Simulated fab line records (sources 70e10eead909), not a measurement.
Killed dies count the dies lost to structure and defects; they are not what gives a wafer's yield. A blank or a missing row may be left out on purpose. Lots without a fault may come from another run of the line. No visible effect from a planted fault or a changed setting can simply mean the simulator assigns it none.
Chamber matching | flow nand-harc | 4 sister chambers for NHARC_A_BLC_STRIP_29 on rie-diel-09
The step strips in CF4. 4 wafers are shown with their chamber, then 9 later ones without.

WAFERS, EACH WITH ITS CHAMBER
wafer  | chamber | showerhead-plenum-p-Torr (Torr)
L514.4 | 2       | 1.70
L514.6 | 1       | 1.79
L525.3 | 3       | 1.77
L525.6 | 0       | 1.86

WAFERS WITHOUT THEIR CHAMBER
wafer  | showerhead-plenum-p-Torr (Torr)
L524.2 | 1.77
L524.4 | 1.79
L524.6 | 1.77
L527.4 | 1.77
L527.5 | 1.69
L527.6 | 1.79
L530.3 | 1.77
L530.4 | 1.86
L530.6 | 1.69

WHICH CHAMBER EACH WENT THROUGH
wafer  | from the rows above | in truth
L524.2 | 3                   | 3
L524.4 | 1                   | 1
L524.6 | 3                   | 3
L527.4 | 3                   | 3
L527.5 | 2                   | 2
L527.6 | 1                   | 1
L530.3 | 3                   | 3
L530.4 | 0                   | 0
L530.6 | 2                   | 2
Correctly placed: 9 of 9. Can't be placed from these rows: 0. Wrongly placed: 0.
How it was worked out, from the rows above alone: a wafer's distance from a chamber is the root of the sum, over the readings, of the square of ((its reading less the chamber's mean) divided by the reading's scatter). If the next closest chamber is less than 2 further off than the closest, the wafer can't be placed; otherwise it belongs to the closest. The mean given for a chamber averages the wafers shown for that chamber. The scatter (one wafer shown for each chamber): square how far every hidden wafer sits from the nearest shown wafer, average those squares and take the square root.
